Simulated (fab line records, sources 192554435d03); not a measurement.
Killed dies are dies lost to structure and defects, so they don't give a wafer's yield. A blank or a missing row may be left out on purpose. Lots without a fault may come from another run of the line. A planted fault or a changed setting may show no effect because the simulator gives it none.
fab line records | flow n5_finfet
record lots=14 wafers=37 last_day=18
route steps=1938 shown BEOL_M1@829 BEOL_M2@844 BEOL_M4@1111
lots that met no fault: from a run of the same line without faults
start_h: hours from the record's first day to the start of the lot's first wafer shown | wait_h: hours since the lot's step before | " the same as in the row above | L1.1+2: a row that stands for several wafers | - no value, or no start given | * or withheld: withheld | < > ~ a bound
route shown NAME@n: a module of which the file shows steps, and the number in the route of the first | usual: mean/standard deviation of fault-free wafers | same: alike in all rows | chamber/n: place in a boat | sites: the reading at each site | _std_site: their standard deviation | _edge_site: outer sites' mean less inner sites' | radius_mm: how far each site lies from the wafer's centre | mask NAME#n: copy n | behind: the tool/chamber that last shaped the wafer | hold: why the lot was held/for how many hours/how that ended | device: the transistor (n, p or np) that didn't switch | end of line: the same wafers' tests at the end of the route | a step without rows: its recipe alone | killed: dies lost to structure and defects at the first sort, not the wafer's yield | map: a wafer's dies, x killed, . not, _ none there
set.NAME: the setting as run; set.NAME@STEP: as run at that earlier step | model.NAME: the simulator's own value behind a step, which no gauge read
steps of the route over a sample of lots; a table a step, a row a wafer
services: from which hour (start_h, from the record's first day; less than 0 if before it) a tool's chamber was out of use, for how many hours, and why
## steps
# step N5_BEOL_M1_ANNEAL_95
# recipe temp_c=400 time_s=240 ambient=vacuum
# usual heater_power_w=854/100
# columns lot.wafer tool chamber start_h wait_h heater_power_w
L102.3 pvd_sputter-02 - 132.76 0.0 769
L102.5 " - " " 763
L103.1 pvd_sputter-03 - 139.03 0.0 882
L103.3 " - " " 907
L103.5 " - " " 759
L104.2 pvd_sputter-01 - 139.39 0.0 882
L104.4 " - " " 918
L104.5 " - " " 923
L105.1 pvd_sputter-01 - 158.40 0.0 928
L105.4 " - " " 918
L105.5 " - " " 914
L109.2 pvd_sputter-02 - 174.64 0.0 733
L109.5 " - " " 813
L111.2 pvd_sputter-02 - 189.05 0.0 754
L111.4 " - " " 801
L111.6 " - " " 793
L115.1 pvd_sputter-02 - 210.59 0.0 1136
L115.2 " - " " 726
L118.3 pvd_sputter-01 - 227.59 0.0 878
L118.5 " - " " 889
L118.6 " - " " 745
L120.3 pvd_sputter-03 - 241.71 0.0 889
L120.4 " - " " 867
L120.5 " - " " 749
L121.1 pvd_sputter-03 - 243.55 0.0 844
L121.3 " - " " 876
L121.4 " - " " 883
L122.1 pvd_sputter-03 - 257.28 0.0 750
L122.4 " - " " 859
L123.2 pvd_sputter-02 - 270.01 0.0 727
L123.5 " - " " 1147
L125.3 pvd_sputter-03 - 271.29 0.0 886
L125.5 " - " " 859
L125.6 " - " " 770
L124.2 pvd_sputter-01 - 271.40 0.0 907
L124.3 " - " " 733
L124.5 " - " " 761
# step N5_BEOL_M1_CMP_52
# recipe stop_on=SiOC t_overpolish_s=6.8 down_force_psi=1 platen_rpm=50 clearing_platen_down_force_psi=1.5 clearing_platen_rpm=50 post_cmp_clean=cu_alkaline target_thk_nm=40 clearing_platen_pad_velocity_m_s=0.99484 pad_velocity_m_s=0.99484
# usual barrier_field_endpoint_s=24.7/0.66 clearing_platen_rpm=49.999/0.027 motor_current_A=6.2/0.61 overpolish_run_s=6.799/0.0085 pad_life_wafers=1015/720 time_to_endpoint_s=63/3.2
# columns lot.wafer tool chamber start_h wait_h barrier_field_endpoint_s clearing_platen_rpm motor_current_A overpolish_run_s pad_life_wafers time_to_endpoint_s
L102.3 cmp-01 0 133.40 0.2 24.5 49.965 7.5 6.803 78 57
L102.5 " 1 " " 24.4 49.994 6.4 6.810 - 60
L103.3 cmp-04 3 139.68 0.2 25.3 49.996 5.5 6.807 1038 66
L103.1 " 0 " " 23.9 49.999 6.4 6.812 1039 61
L103.5 " 0 " " 24.7 50.008 6.4 6.800 - 62
L104.4 cmp-01 0 140.04 0.1 24.2 50.055 7.0 6.801 132 64
L104.2 " 1 " " 23.7 49.981 6.8 6.803 133 62
L104.5 " 1 " " 23.8 49.964 6.5 6.810 - 63
L105.4 cmp-04 3 159.10 0.2 24.6 49.964 5.7 6.792 1196 62
L105.1 " 0 " " 25.5 50.004 6.1 6.806 1197 64
L105.5 " 1 " " 25.3 49.986 7.3 6.796 - 65
L109.2 cmp-01 2 175.31 0.2 25.1 49.970 5.8 6.800 367 66
L109.5 " 2 " " 24.9 49.966 5.6 6.798 - 66
L111.4 cmp-01 1 189.72 0.2 23.9 50.021 6.7 6.798 463 60
L111.2 " 2 " " 23.7 49.975 5.7 6.807 464 62
L111.6 " 1 " " 24.2 50.010 7.0 6.797 - 59
L115.2 cmp-04 2 211.46 0.2 24.7 49.975 6.1 6.797 1602 60
L115.1 " 1 " " 24.6 50.034 7.1 6.813 1605 68
L118.3 cmp-04 3 228.84 0.4 25.1 49.973 5.6 6.799 1767 63
L118.6 " 0 " " 24.7 50.017 6.0 6.799 - 60
L118.5 " 1 " " 26.0 49.980 7.3 6.796 - 66
L120.3 cmp-03 0 242.42 0.2 25.2 49.962 6.4 6.807 182 67
L120.4 " 1 " " 24.0 50.014 6.2 6.803 183 56
L120.5 " 3 " " 24.8 49.954 5.3 6.806 - 60
L121.3 cmp-04 2 244.23 0.2 24.9 50.023 5.7 6.814 1897 65
L121.4 " 3 " " 25.2 50.038 5.6 6.797 1898 63
L121.1 " 0 " " 24.6 49.992 5.7 6.820 1899 60
L122.1 cmp-01 3 257.92 0.3 24.3 50.000 5.6 6.808 966 63
L122.4 " 1 " " 24.1 49.989 7.0 6.799 968 60
L123.2 cmp-03 3 270.72 0.3 23.9 50.020 5.5 6.796 398 58
L123.5 " 2 " " 24.8 50.022 5.6 6.794 - 59
L125.3 cmp-03 3 272.00 0.2 25.4 49.984 5.7 6.796 404 62
L125.6 " 1 " " 24.7 49.997 5.9 6.807 - 61
L125.5 " 2 " " 23.7 50.021 6.1 6.813 - 62
L124.2 cmp-04 2 272.24 0.2 24.6 50.018 5.5 6.808 2119 63
L124.3 " 0 " " 24.7 49.996 6.1 6.802 2121 60
L124.5 " 1 " " 26.3 49.992 7.0 6.790 - 64
# step N5_BEOL_M2_HM_DEP_02
# recipe material=TiN target_thk_a=200 temp_c=25 chamber_pressure_pa=0.49996
# usual throttle_valve_pct=29.4/1.2
# columns lot.wafer tool chamber start_h wait_h throttle_valve_pct
L102.3 pvd_sputter-03 - 135.95 1.7 31.5
L102.5 " - " " 31.9
L103.1 pvd_sputter-02 - 140.45 0.0 28.8
L103.3 " - " " 30.6
L103.5 " - " " 29.0
L104.2 pvd_sputter-03 - 142.75 1.8 29.2
L104.4 " - " " 31.8
L104.5 " - " " 31.7
L105.1 pvd_sputter-02 - 161.60 1.8 28.4
L105.4 " - " " 29.1
L105.5 " - " " 28.6
L109.2 pvd_sputter-01 - 176.29 0.3 28.4
L109.5 " - " " 30.8
L111.2 pvd_sputter-01 - 192.47 2.0 29.4
L111.4 " - " " 28.4
L111.6 " - " " 28.6
L115.1 pvd_sputter-02 - 213.83 1.6 29.0
L115.2 " - " " 29.0
L118.3 pvd_sputter-01 - 231.62 2.1 27.9
L118.5 " - " " 28.2
L118.6 " - " " 28.5
L120.3 pvd_sputter-02 - 245.56 2.5 28.7
L120.4 " - " " 27.9
L120.5 " - " " 30.6
L121.1 pvd_sputter-02 - 245.76 0.8 30.9
L121.3 " - " " 28.4
L121.4 " - " " 28.8
L122.1 pvd_sputter-03 - 258.76 0.1 29.4
L122.4 " - " " 32.0
L123.2 pvd_sputter-03 - 272.03 0.6 31.9
L123.5 " - " " 28.8
L125.3 pvd_sputter-01 - 273.02 0.4 29.4
L125.5 " - " " 29.4
L125.6 " - " " 31.0
L124.2 pvd_sputter-01 - 273.12 0.2 28.1
L124.3 " - " " 29.3
L124.5 " - " " 28.5
# step N5_BEOL_M2_ETCH_64
# recipe chemistry=N2/H2 target=SOC target_depth_a=750 overetch_a=225 mask_material=SiARC temp_c=40 time_s=121.9 ion_energy_ev=200 pressure_mtorr=30 source_w=840 bias_w=150 n2_flow_sccm=200 h2_flow_sccm=200
# usual bias_w=150.0/0.45 chamber_pressure_mTorr=29.998/0.027 drypump_motor_current_A=5.70/0.28 h2_flow_sccm=200.0/0.62 oes_product_au=0.62/0.058 rf_vpp_V=523.8/2.6 showerhead_plenum_p_Torr=2.55/0.099 throttle_valve_pct=17.76/0.27
# columns lot.wafer tool chamber start_h wait_h bias_w chamber_pressure_mTorr drypump_motor_current_A h2_flow_sccm oes_product_au rf_hours_counter_h rf_vpp_V showerhead_plenum_p_Torr throttle_valve_pct
L102.3 rie_diel-01 1 137.14 0.0 149.8 29.991 5.57 200.4 0.53 244 525.2 2.66 18.32
L102.5 " 2 " " 149.9 29.989 5.85 199.5 0.60 - 518.8 2.45 17.67
L103.1 rie_diel-01 1 141.07 0.0 150.2 29.987 5.53 200.2 0.52 245 524.9 2.65 18.33
L103.3 " 3 " " 150.4 29.938 5.55 200.8 0.52 237 519.6 2.40 17.67
L103.5 " 2 " " 149.2 29.955 5.84 200.5 0.60 - 521.0 2.45 17.66
L104.2 rie_diel-01 0 143.34 0.0 149.8 29.969 5.70 200.3 0.65 42 521.5 2.51 18.02
L104.4 " 2 " " 150.5 30.039 5.84 199.6 0.60 115 520.5 2.45 17.67
L104.5 " 2 " " 149.8 30.033 5.85 199.8 0.60 - 521.3 2.45 17.69
L105.1 rie_diel-01 3 162.36 0.0 150.3 29.973 5.53 200.4 0.51 247 520.1 2.39 17.67
L105.4 " 2 " " 149.6 29.985 5.86 200.4 0.59 - 522.4 2.44 17.69
L105.5 " 3 " " 149.9 30.016 5.51 200.1 0.51 - 520.6 2.39 17.68
L109.2 rie_diel-02 1 176.89 0.0 150.8 29.968 5.56 200.3 0.70 15 529.5 2.73 17.48
L109.5 " 2 " " 150.5 29.976 5.37 200.8 0.68 - 522.4 2.51 17.45
L111.2 rie_diel-06 1 193.55 0.0 150.5 30.028 5.95 200.5 0.66 55 527.4 2.69 17.46
L111.4 " 2 " " 150.3 30.029 5.15 201.0 0.67 38 524.1 2.57 17.64
L111.6 " 1 " " 149.9 29.967 5.94 199.8 0.66 - 528.2 2.69 17.43
L115.1 rie_diel-06 3 214.56 0.0 149.8 29.973 5.28 200.4 0.64 77 522.2 2.46 18.09
L115.2 " 2 " " 150.3 30.003 5.15 200.0 0.66 45 526.6 2.56 17.67
L118.3 rie_diel-06 2 232.34 0.0 149.9 30.002 5.12 200.4 0.65 51 525.3 2.56 17.67
L118.5 " 0 " " 149.9 29.990 5.72 199.7 0.55 - 520.8 2.42 18.15
L118.6 " 1 " " 149.8 30.023 5.95 198.7 0.65 - 526.1 2.68 17.46
L120.3 rie_diel-02 1 246.29 0.0 - - - - - - - - -
L120.4 " 0 " " - - - - - - - - -
L120.5 " 0 " " - - - - - - - - -
L121.1 rie_diel-06 0 246.35 0.0 - - - - - - - - -
L121.3 " 1 " " - - - - - - - - -
L121.4 " 2 " " - - - - - - - - -
L122.1 rie_diel-02 0 259.87 0.0 150.4 29.993 6.00 199.7 0.60 102 523.9 2.59 17.99
L122.4 " 2 " " 150.2 30.029 5.33 199.4 0.65 48 522.1 2.50 17.52
L123.2 rie_diel-01 1 272.79 0.0 150.2 30.025 5.49 200.2 0.67 39 525.6 2.63 17.96
L123.5 " 0 " " 150.1 30.001 5.70 200.5 0.60 - 521.9 2.50 18.05
L125.3 rie_diel-02 3 273.63 0.0 150.0 29.982 6.10 200.8 0.53 220 523.7 2.49 17.54
L125.5 " 0 " " 150.2 29.986 5.96 199.8 0.61 - 524.1 2.59 18.01
L125.6 " 3 " " 149.1 30.036 6.12 200.3 0.53 - 523.6 2.49 17.56
L124.2 rie_diel-01 3 273.72 0.0 149.3 30.009 5.51 199.8 0.69 29 529.4 2.70 17.27
L124.3 " 2 " " 150.8 29.953 5.87 199.4 0.57 165 521.8 2.43 17.77
L124.5 " 0 " " 150.0 30.000 5.73 199.4 0.61 - 521.6 2.50 18.08
# step N5_BEOL_M2_HM_OPEN_17
# recipe chemistry=Cl2/BCl3 target_depth_a=200 overetch_a=60 target=TiN mask_material=SOC ion_energy_ev=150 pressure_mtorr=10 icp_w=1000 bias_w=126 Cl2_flow_sccm=53.25 bcl3_flow_sccm=21.75 Ar_flow_sccm=25
# usual drypump_motor_current_A=5.8/0.55 oes_product_au=0.73/0.063 throttle_valve_pct=21.98/0.15
# columns lot.wafer tool chamber start_h wait_h drypump_motor_current_A oes_product_au rf_hours_counter_h throttle_valve_pct
L102.3 rie_metal-02 1 137.34 0.1 6.4 0.80 - 21.94
L102.5 " 0 " " 6.0 0.85 - 21.85
L103.1 rie_metal-01 1 141.24 0.0 6.2 0.77 7 21.97
L103.3 " 1 " " 6.2 0.77 - 21.97
L103.5 " 1 " " 6.2 0.76 - 21.99
L104.2 rie_metal-02 0 143.52 0.0 6.0 0.84 1 21.85
L104.4 " 0 " " 6.0 0.83 - 21.85
L104.5 " 0 " " 6.0 0.82 - 21.85
L105.1 rie_metal-02 0 162.53 0.0 6.0 0.80 3 21.86
L105.4 " 0 " " 6.0 0.81 - 21.86
L105.5 " 0 " " 6.0 0.80 - 21.87
L109.2 rie_metal-02 1 177.06 0.0 6.4 0.77 9 21.94
L109.5 " 1 " " 6.4 0.77 - 21.94
L111.2 rie_metal-01 0 193.72 0.0 5.0 0.67 43 21.95
L111.4 " 1 " " 6.2 0.74 - 22.01
L111.6 " 1 " " 6.2 0.73 - 22.00
L115.1 rie_metal-03 1 214.73 0.0 5.5 0.76 12 22.09
L115.2 " 0 " " 5.4 0.55 101 22.66
L118.3 rie_metal-01 1 232.55 0.1 6.3 0.73 - 22.01
L118.5 " 1 " " 6.3 0.73 - 21.99
L118.6 " 0 " " 5.0 0.66 - 21.96
L120.3 rie_metal-01 0 246.50 0.1 5.0 0.29 - 22.59
L120.4 " 1 " " 6.3 0.32 - 22.64
L120.5 " 0 " " 5.0 0.29 - 22.59
L121.1 rie_metal-03 1 246.53 0.0 5.5 0.33 16 22.74
L121.3 " 1 " " 5.5 0.32 - 22.73
L121.4 " 0 " " 5.3 0.24 - 23.31
L122.1 rie_metal-02 1 260.04 0.0 6.4 0.74 14 21.98
L122.4 " 1 " " 6.4 0.73 - 21.96
L123.2 rie_metal-02 1 272.96 0.0 6.4 0.75 16 21.96
L123.5 " 0 " " 6.0 0.77 - 21.86
L125.3 rie_metal-01 1 273.83 0.1 6.2 0.71 - 22.02
L125.5 " 0 " " 5.0 0.65 - 21.95
L125.6 " 1 " " 6.3 0.72 - 22.02
L124.2 rie_metal-01 1 273.89 0.0 6.2 0.71 18 22.02
L124.3 " 0 " " 5.0 0.66 - 21.96
L124.5 " 0 " " 5.0 0.65 - 21.97
# step N5_BEOL_M2_CD_MEAS_18
# recipe pitch_nm=36 target_cd_nm=18
# usual cd_nm=18.1/0.47
# columns lot.wafer tool chamber start_h wait_h cd_nm
L102.3 cd_sem-03 - 137.50 0.1 18.6
L102.5 " - " " 18.6
L103.1 cd_sem-01 - 141.45 0.0 18.6
L103.3 " - " " 18.8
L103.5 " - " " 18.2
L104.2 cd_sem-01 - 143.70 0.1 18.3
L104.4 " - " " 17.3
L104.5 " - " " 17.6
L105.1 cd_sem-02 - 162.71 0.0 18.6
L105.4 " - " " 17.7
L105.5 " - " " 18.6
L109.2 cd_sem-01 - 177.25 0.1 17.6
L109.5 " - " " 18.1
L111.2 cd_sem-02 - 193.92 0.1 18.2
L111.4 " - " " 17.6
L111.6 " - " " 19.1
L115.1 cd_sem-02 - 215.01 0.0 18.6
L115.2 " - " " 18.1
L118.3 cd_sem-01 - 232.71 0.1 17.9
L118.5 " - " " 18.6
L118.6 " - " " 18.8
L120.3 cd_sem-03 - 246.65 0.1 -
L120.4 " - " " -
L120.5 " - " " -
L121.1 cd_sem-01 - 246.73 0.0 -
L121.3 " - " " -
L121.4 " - " " -
L122.1 cd_sem-03 - 260.30 0.0 17.3
L122.4 " - " " 18.5
L123.2 cd_sem-01 - 273.15 0.1 18.2
L123.5 " - " " 19.0
L125.3 cd_sem-01 - 273.99 0.1 17.9
L125.5 " - " " 17.4
L125.6 " - " " 18.0
L124.2 cd_sem-02 - 274.07 0.1 18.0
L124.3 " - " " 17.9
L124.5 " - " " 19.2
# step N5_BEOL_M4_RC_MEAS_101
# usual DIBL_N=36.2/2.2 DIBL_P=36.1/2.8 IOFF_N=0.16/0.041 IOFF_P=0.21/0.047 ION_N=676/16 ION_P=463/11 SS_N=71.6/0.78 SS_P=73.3/0.86 VT_N=249/3.8 VT_P=-251/3.9
# columns lot.wafer tool chamber start_h wait_h DIBL_N[mV/V] DIBL_P[mV/V] IOFF_N[nA/um] IOFF_P[nA/um] ION_N[uA/um] ION_P[uA/um] SS_N[mV/dec] SS_P[mV/dec] VT_N[mV] VT_P[mV]
L102.3 prober-02 0 174.68 0.3 33.8 32.5 0.13 0.16 686 465 70.7 72.0 250 -256
L102.5 " 0 " " 35.4 34.2 0.16 0.19 688 467 70.9 72.9 248 -251
L103.1 prober-02 0 176.70 0.0 38.8 38.8 0.20 0.24 703 474 72.0 73.3 248 -250
L103.3 " 0 " " 37.1 36.6 0.16 0.21 689 465 72.3 72.3 249 -251
L103.5 " 0 " " 37.7 37.8 0.17 0.22 686 468 72.0 73.2 251 -251
L104.2 prober-02 0 196.50 0.2 36.2 35.8 0.18 0.24 684 471 71.6 73.8 245 -246
L104.4 " 0 " " 35.3 35.2 0.15 0.22 675 465 71.0 73.2 252 -248
L104.5 " 0 " " 36.0 35.4 0.15 0.23 666 466 71.3 73.2 254 -249
L105.1 prober-02 0 202.84 0.0 37.1 37.5 0.18 0.23 682 465 72.0 73.7 246 -249
L105.4 " 0 " " 35.7 34.3 0.16 0.17 668 451 72.5 73.5 251 -252
L105.5 " 0 " " 35.9 36.3 0.16 0.20 684 465 71.1 73.9 250 -254
L109.2 prober-02 0 211.58 0.2 36.6 36.2 0.16 0.20 669 458 71.7 73.7 254 -252
L109.5 " 0 " " 37.7 38.9 0.19 0.23 682 459 72.2 74.6 249 -250
L111.2 prober-02 0 237.18 0.2 37.7 37.3 0.18 0.23 680 463 72.4 73.0 249 -248
L111.4 " 0 " " 32.6 31.9 0.10 0.16 664 460 69.9 72.2 255 -253
L111.6 " 0 " " 39.5 40.4 0.22 0.28 678 464 71.7 74.3 247 -247
L115.1 prober-01 0 246.21 0.0 40.1 40.9 0.24 0.29 682 467 73.4 75.0 244 -249
L115.2 " 0 " " 32.8 31.5 0.11 0.14 653 451 70.9 72.2 253 -257
L118.3 prober-01 0 276.42 0.3 39.1 38.1 0.18 0.22 672 461 72.0 73.4 249 -253
L118.5 " 0 " " 35.7 34.2 0.13 0.16 657 449 71.8 73.1 252 -256
L118.6 " 0 " " 38.9 39.0 0.19 0.24 678 456 72.1 74.0 247 -252
L122.1 prober-01 0 303.48 0.0 36.5 37.7 0.16 0.24 677 474 70.9 74.4 250 -249
L122.4 " 0 " " 38.7 38.0 0.18 0.24 679 467 71.6 74.2 252 -249
L123.2 prober-01 0 305.86 0.4 37.1 39.2 0.20 0.25 700 481 71.7 74.1 246 -247
L123.5 " 0 " " 35.2 37.6 0.16 0.22 675 461 71.9 73.6 248 -251
L125.3 prober-01 0 313.13 0.3 35.8 38.1 0.15 0.23 661 461 70.6 74.0 250 -250
L125.5 " 0 " " 40.4 42.0 0.26 0.31 701 482 72.5 75.7 242 -245
L125.6 " 0 " " 31.0 31.3 0.08 0.13 647 449 69.6 71.7 260 -255
L124.2 prober-02 0 316.46 0.2 33.7 32.3 0.11 0.14 653 450 69.8 71.8 254 -255
L124.3 " 0 " " 33.2 31.3 0.10 0.14 664 453 70.4 71.6 256 -258
L124.5 " 0 " " 38.4 37.8 0.18 0.21 669 455 71.6 73.5 249 -254
## services
# columns tool chamber start_h hours kind
cmp-01 - 109.01 4.4 repair
cmp-01 - 119.35 4.0 pm
cmp-04 - 132.42 1.5 repair
rie_diel-06 - 140.11 2.3 repair
rie_diel-01 0 144.40 8.7 repair
cmp-01 - 149.20 7.8 pm
rie_diel-01 1 153.05 - clean
rie_diel-01 1 153.05 - consumable_replace:focus_ring
rie_diel-01 1 153.05 14.7 scheduled_down
rie_diel-01 1 153.05 14.7 vent_cycle
rie_metal-03 0 153.85 23.7 repair
cmp-03 - 156.07 4.7 pm
cmp-03 - 163.57 1.9 repair
rie_diel-01 3 171.36 - clean
rie_diel-01 3 171.36 - consumable_replace:focus_ring
rie_diel-01 3 171.36 - consumable_replace:showerhead
cmp-01 - 192.70 9.5 pm
rie_metal-02 - 195.00 0.1 repair
cmp-03 - 208.08 4.0 pm
cmp-03 - 212.40 3.8 repair
cmp-03 - 216.72 4.0 pm
rie_diel-02 2 227.14 8.3 repair
cmp-03 - 232.99 1.4 repair
rie_metal-03 - 267.96 15.6 pm
## key
first_sign step=N5_BEOL_M2_ETCH_64 reading=tool_record direction=missing
effect step=N5_BEOL_M2_HM_OPEN_17 reading=oes_product_au direction=down sigmas=6.8 usual=0.73 struck=0.30
effect step=N5_BEOL_M2_CD_MEAS_18 reading=cd_nm direction=missing
met_at N5_BEOL_M2_ETCH_64
struck_lots L120,L121
later_rows_left_out L120.3,L120.4,L120.5,L121.1,L121.3,L121.4
sort_left_out L120.3,L120.4,L120.5,L121.1,L121.3,L121.4
not_acting_at N5_BEOL_M1_ANNEAL_95,N5_BEOL_M1_CMP_52,N5_BEOL_M2_HM_DEP_02
onset_between 232.34 246.29
fault kind=skipped_step_whole tool=rie_diel-02,rie_diel-06 chamber=- onset_h=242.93 steps=N5_BEOL_M2_ETCH_64 scope=struck_lots_only
# sort_left_out: the simulated sort isn't trusted on such a fault, so these wafers' sort isn't shown, and their yield isn't known
# later_rows_left_out: the simulator's readings of these wafers behind a module that went badly wrong aren't trusted and aren't shown, but for the sort
